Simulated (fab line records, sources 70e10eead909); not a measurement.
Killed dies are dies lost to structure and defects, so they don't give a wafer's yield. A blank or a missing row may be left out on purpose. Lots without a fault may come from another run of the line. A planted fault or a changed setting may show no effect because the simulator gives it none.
fab line records | flow nand_harc
record lots=15 wafers=45 last_day=25
route steps=1159 shown A_CONTACT@866
lots that met no fault: from a run of the same line without faults
start_h: hours from the record's first day to the start of the lot's first wafer shown | wait_h: hours since the lot's step before | " the same as in the row above | L1.1+2: a row that stands for several wafers | - no value, or no start given | * or withheld: withheld | < > ~ a bound
route shown NAME@n: a module of which the file shows steps, and the number in the route of the first | usual: mean/standard deviation of fault-free wafers | same: alike in all rows | chamber/n: place in a boat | sites: the reading at each site | _std_site: their standard deviation | _edge_site: outer sites' mean less inner sites' | radius_mm: how far each site lies from the wafer's centre | mask NAME#n: copy n | behind: the tool/chamber that last shaped the wafer | hold: why the lot was held/for how many hours/how that ended | device: the transistor (n, p or np) that didn't switch | end of line: the same wafers' tests at the end of the route | a step without rows: its recipe alone | killed: dies lost to structure and defects at the first sort, not the wafer's yield | map: a wafer's dies, x killed, . not, _ none there
set.NAME: the setting as run; set.NAME@STEP: as run at that earlier step | model.NAME: the simulator's own value behind a step, which no gauge read
steps of the route over a sample of lots; a table a step, a row a wafer
services: from which hour (start_h, from the record's first day; less than 0 if before it) a tool's chamber was out of use, for how many hours, and why
## steps
# step NHARC_A_CONTACT_ETCH_115
# recipe source_w=withheld pressure_mtorr=20 bias_v=3000 time_s=94 target_depth_a=9220 ar_flow_sccm=withheld c4f8_flow_sccm=withheld o2_flow_sccm=withheld chemistry=C4F8/O2/Ar
# columns lot.wafer tool chamber start_h wait_h rf_hours_counter_h
L183.1 har_cap_etch-03 1 383.03 0.1 82
L183.4 " 0 " " -
L183.5 " 1 " " -
L185.1 har_cap_etch-02 0 399.57 0.1 13
L185.2 " 1 " " 13
L185.3 " 1 " " -
L187.2 har_cap_etch-01 0 401.99 0.1 60
L187.1 " 1 " " 60
L187.3 " 0 " " -
L186.1 har_cap_etch-03 0 404.21 0.1 86
L186.5 " 1 " " -
L186.6 " 0 " " -
L195.2 har_cap_etch-01 1 440.40 0.1 68
L195.4 " 1 " " -
L195.5 " 1 " " -
L196.2 har_cap_etch-02 0 440.81 0.1 22
L196.4 " 0 " " -
L196.5 " 1 " " -
L194.4 har_cap_etch-02 1 445.65 0.1 -
L194.3 " 0 " " -
L194.5 " 0 " " -
L193.3 har_cap_etch-02 0 449.88 0.1 -
L193.5 " 1 " " -
L193.6 " 0 " " -
L197.1 har_cap_etch-03 0 454.43 0.1 96
L197.6 " 0 " " -
L197.5 " 1 " " -
L198.3 har_cap_etch-01 0 459.95 0.1 -
L198.4 " 1 " " -
L198.5 " 0 " " -
L200.1 har_cap_etch-02 0 471.17 0.1 30
L200.5 " 1 " " -
L200.6 " 0 " " -
L201.2 har_cap_etch-01 0 483.24 0.1 77
L201.3 " 0 " " -
L201.6 " 0 " " -
L202.1 har_cap_etch-03 1 483.88 0.1 100
L202.4 " 0 " " -
L202.6 " 1 " " -
L204.2 har_cap_etch-02 0 489.29 0.1 33
L204.1 " 1 " " 33
L204.4 " 0 " " -
L205.2 har_cap_etch-01 0 519.16 0.1 83
L205.3 " 0 " " -
L205.4 " 1 " " -
# step NHARC_A_CONTACT_ETCH_120
# recipe source_w=withheld pressure_mtorr=20 bias_v=3000 time_s=94 target_depth_a=9220 ar_flow_sccm=withheld c4f8_flow_sccm=withheld o2_flow_sccm=withheld chemistry=C4F8/O2/Ar
# columns lot.wafer tool chamber start_h wait_h rf_hours_counter_h
L183.1 har_cap_etch-03 1 383.48 0.1 82
L183.4 " 0 " " -
L183.5 " 1 " " -
L185.1 har_cap_etch-02 0 400.03 0.1 13
L185.2 " 1 " " 13
L185.3 " 1 " " -
L187.2 har_cap_etch-01 0 402.45 0.1 61
L187.1 " 1 " " 61
L187.3 " 0 " " -
L186.1 har_cap_etch-03 0 404.66 0.1 86
L186.5 " 1 " " -
L186.6 " 0 " " -
L195.2 har_cap_etch-01 1 440.85 0.1 68
L195.4 " 1 " " -
L195.5 " 1 " " -
L196.2 har_cap_etch-02 0 441.27 0.1 22
L196.4 " 0 " " -
L196.5 " 1 " " -
L194.4 har_cap_etch-02 1 446.10 0.1 -
L194.3 " 0 " " -
L194.5 " 0 " " -
L193.3 har_cap_etch-02 0 450.33 0.1 -
L193.5 " 1 " " -
L193.6 " 0 " " -
L197.1 har_cap_etch-03 0 454.89 0.1 96
L197.6 " 0 " " -
L197.5 " 1 " " -
L198.3 har_cap_etch-01 0 460.41 0.1 -
L198.4 " 1 " " -
L198.5 " 0 " " -
L200.1 har_cap_etch-02 0 471.62 0.1 30
L200.5 " 1 " " -
L200.6 " 0 " " -
L201.2 har_cap_etch-01 0 483.69 0.1 78
L201.3 " 0 " " -
L201.6 " 0 " " -
L202.1 har_cap_etch-03 1 484.34 0.1 101
L202.4 " 0 " " -
L202.6 " 1 " " -
L204.2 har_cap_etch-02 0 489.75 0.1 33
L204.1 " 1 " " 33
L204.4 " 0 " " -
L205.2 har_cap_etch-01 0 519.61 0.1 83
L205.3 " 0 " " -
L205.4 " 1 " " -
# step NHARC_A_CONTACT_DEP_58
# recipe target_thk_a=600 target_thk_nm=60 temp_c=400 pressure_torr=3.5 flow_sccm=200 rf_w=350 material=SiON
# usual heater_power_outer_w=443/66 heater_power_w=734/100
# columns lot.wafer tool chamber start_h wait_h heater_power_outer_w heater_power_w
L183.1 pecvd-02 2 387.65 1.7 396 678
L183.5 " 1 " " 416 708
L183.4 " 2 " " 389 685
L185.2 pecvd-01 1 403.81 1.2 485 747
L185.3 " 2 " " 346 540
L185.1 " 0 " " 472 723
L187.3 pecvd-02 0 406.25 0.9 455 675
L187.1 " 1 " " 531 803
L187.2 " 2 " " 335 608
L186.1 pecvd-03 1 409.52 1.5 441 743
L186.5 " 0 " " 585 996
L186.6 " 1 " " 438 745
L195.2 pecvd-03 1 444.87 1.3 452 806
L195.4 " 2 " " 443 876
L195.5 " 1 " " 477 808
L196.2 pecvd-02 1 445.60 1.2 494 807
L196.4 " 2 " " 394 686
L196.5 " 0 " " 420 652
L194.3 pecvd-01 0 450.54 1.0 529 825
L194.5 " 0 " " 537 846
L194.4 " 1 " " 469 766
L193.3 pecvd-01 2 455.46 0.9 334 575
L193.6 " 2 " " 348 551
L193.5 " 1 " " 413 676
L197.1 pecvd-02 1 460.31 1.5 498 780
L197.6 " 1 " " 498 801
L197.5 " 2 " " 355 651
L198.3 pecvd-01 1 465.89 0.9 500 815
L198.4 " 1 " " 517 796
L198.5 " 2 " " 351 577
L200.1 pecvd-02 2 475.88 1.5 344 612
L200.5 " 0 " " 377 567
L200.6 " 2 " " 350 617
L201.2 pecvd-02 0 487.44 1.1 455 720
L201.3 " 1 " " 497 757
L201.6 " 0 " " 473 691
L202.1 pecvd-03 1 488.55 1.5 406 690
L202.4 " 1 " " 402 695
L202.6 " 2 " " 397 738
L204.2 pecvd-03 0 493.54 1.2 529 963
L204.1 " 1 " " 462 748
L204.4 " 0 " " 536 953
L205.2 pecvd-03 1 524.72 1.2 410 710
L205.3 " 0 " " 520 877
L205.4 " 1 " " 426 727
# step NHARC_A_CONTACT_PEB_67
# recipe peb_temp_c=100 peb_time_s=65
# usual chill_plate_temp_C=23.00/0.087 exhaust_pa=45.2/0.93
# columns lot.wafer tool chamber start_h wait_h chill_plate_temp_C exhaust_pa
L183.1 litho_track-06 0 388.24 0.1 23.06 43.9
L183.4 " 0 " " 23.03 44.2
L183.5 " 0 " " 23.21 45.2
L185.1 litho_track-06 - 404.33 0.1 - -
L185.2 " - " " - -
L185.3 " - " " - -
L187.1 litho_track-04 - 406.77 0.1 - -
L187.2 " - " " - -
L187.3 " - " " - -
L186.1 litho_track-04 - 410.00 0.1 - -
L186.5 " - " " - -
L186.6 " - " " - -
L195.2 litho_track-06 0 445.36 0.1 22.92 44.4
L195.4 " 0 " " 22.76 45.4
L195.5 " 0 " " 22.92 45.7
L196.2 litho_track-06 0 446.19 0.1 23.06 47.0
L196.4 " 0 " " 23.08 46.2
L196.5 " 0 " " 22.99 46.4
L194.3 litho_track-06 0 451.03 0.0 22.93 44.1
L194.4 " 0 " " 22.88 44.4
L194.5 " 0 " " 22.97 45.7
L193.3 litho_track-06 0 456.11 0.1 22.93 45.2
L193.5 " 0 " " 23.28 44.8
L193.6 " 0 " " 22.89 45.8
L197.1 litho_track-01 0 460.94 0.1 23.03 45.6
L197.5 " 0 " " 22.89 44.9
L197.6 " 0 " " 22.96 43.8
L198.3 litho_track-04 0 466.51 0.0 22.94 44.9
L198.4 " 0 " " 23.08 44.7
L198.5 " 0 " " 23.02 44.8
L200.1 litho_track-06 0 476.34 0.1 23.03 45.6
L200.5 " 0 " " 22.91 45.6
L200.6 " 0 " " 22.98 44.8
L201.2 litho_track-04 0 487.96 0.1 22.90 44.4
L201.3 " 0 " " 23.07 45.8
L201.6 " 0 " " 23.17 46.0
L202.1 litho_track-06 0 489.19 0.1 22.97 45.8
L202.4 " 0 " " 23.13 44.1
L202.6 " 0 " " 23.18 44.9
L204.1 litho_track-06 0 494.02 0.1 23.06 44.2
L204.2 " 0 " " 22.93 43.4
L204.4 " 0 " " 23.08 44.5
L205.2 litho_track-04 0 525.26 0.1 23.02 45.2
L205.3 " 0 " " 22.98 44.1
L205.4 " 0 " " 23.07 45.6
## services
# columns tool chamber start_h hours kind
pecvd-01 - 418.21 13.0 pm
pecvd-01 0 418.21 13.0 vent_cycle
pecvd-01 1 418.21 13.0 vent_cycle
pecvd-01 2 418.21 20.5 vent_cycle
pecvd-01 0 431.21 - clean
pecvd-01 1 431.21 - clean
litho_track-01 - 443.00 7.0 pm
pecvd-01 - 461.50 2.8 repair
litho_track-06 - 467.00 7.0 pm
pecvd-03 - 473.10 13.0 pm
pecvd-03 0 473.10 13.0 vent_cycle
pecvd-03 1 473.10 13.0 vent_cycle
pecvd-03 2 473.10 13.0 vent_cycle
pecvd-02 - 478.08 2.4 repair
har_cap_etch-01 - 479.00 0.8 repair
pecvd-03 0 486.10 - clean
pecvd-03 1 486.10 - clean
pecvd-03 2 486.10 - clean
litho_track-04 - 491.00 7.0 pm
pecvd-02 - 515.54 13.0 pm
pecvd-02 0 515.54 13.0 vent_cycle
pecvd-02 1 515.54 13.0 vent_cycle
pecvd-02 2 515.54 13.0 vent_cycle
## key
first_sign step=NHARC_A_CONTACT_PEB_67 reading=tool_record direction=missing
effect none on later readings
met_at NHARC_A_CONTACT_PEB_67
struck_lots L185,L186,L187
later_rows_left_out L185.1,L185.2,L185.3,L186.1,L186.5,L186.6,L187.1,L187.2,L187.3
sort_left_out L185.1,L185.2,L185.3,L186.1,L186.5,L186.6,L187.1,L187.2,L187.3
tester_left_out L185,L186,L187
not_acting_at NHARC_A_CONTACT_ETCH_115,NHARC_A_CONTACT_ETCH_120,NHARC_A_CONTACT_DEP_58
onset_between 388.24 404.33
fault kind=skipped_step_whole tool=litho_track-04,litho_track-06 chamber=- onset_h=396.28 steps=NHARC_A_CONTACT_PEB_67 scope=struck_lots_only
# tester_left_out: of these lots the tester's yield and bins aren't shown, on N5 and GAA mostly nor the transistor test; their killed dies are dies lost to structure and defects alone, not to doping, threshold or leakage, so they don't give the yield
# sort_left_out: the simulated sort isn't trusted on such a fault, so these wafers' sort isn't shown, and their yield isn't known
# later_rows_left_out: the simulator's readings of these wafers behind a module that went badly wrong aren't trusted and aren't shown, but for the sort
